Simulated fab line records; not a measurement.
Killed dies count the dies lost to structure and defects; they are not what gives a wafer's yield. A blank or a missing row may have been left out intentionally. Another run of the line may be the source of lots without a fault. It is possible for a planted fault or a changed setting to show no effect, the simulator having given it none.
Chamber matching -- flow nand_harc -- NHARC_A_SGD_CUT_DEP_00 on pecvd-04 has 3 sister chambers
The step deposits SiNx, target thk 50 nm. 3 wafers are shown with their chamber, then 10 later ones without.

WAFERS, EACH WITH ITS CHAMBER
wafer,chamber,heater_power_w (W)
L084.4,1,636
L091.2,2,676
L091.3,0,651

WAFERS WITHOUT THEIR CHAMBER
wafer,heater_power_w (W)
L091.4,682
L092.4,789
L092.5,759
L092.6,761
L094.1,786
L094.2,722
L094.3,781
L097.2,807
L097.3,749
L097.6,760

CHAMBER TAKEN BY EACH
wafer,from the rows above,in truth
L091.4,can't be placed: 2 or 0 or 1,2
L092.4,can't be placed: 2 or 0 or 1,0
L092.5,can't be placed: 2 or 0 or 1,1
L092.6,can't be placed: 2 or 0 or 1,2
L094.1,can't be placed: 2 or 0 or 1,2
L094.2,can't be placed: 2 or 0 or 1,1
L094.3,can't be placed: 2 or 0 or 1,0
L097.2,can't be placed: 2 or 0 or 1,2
L097.3,can't be placed: 2 or 0 or 1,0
L097.6,can't be placed: 2 or 0 or 1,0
0 of 10 placed correctly. These rows do not allow placing 10 (true chamber among the candidates in 10). Placed wrongly: 0.
How it was worked out, from the rows above alone: a wafer's distance from a chamber is the root of the sum, over the readings, of the square of ((its reading less the chamber's mean) divided by the reading's scatter). If the next closest chamber is less than 2 further off than the closest, the wafer can't be placed; otherwise it belongs to the closest. A chamber's mean is the mean of its shown wafers. The scatter: root of mean squared gap, hidden wafer to nearest shown wafer, with one shown wafer a chamber.
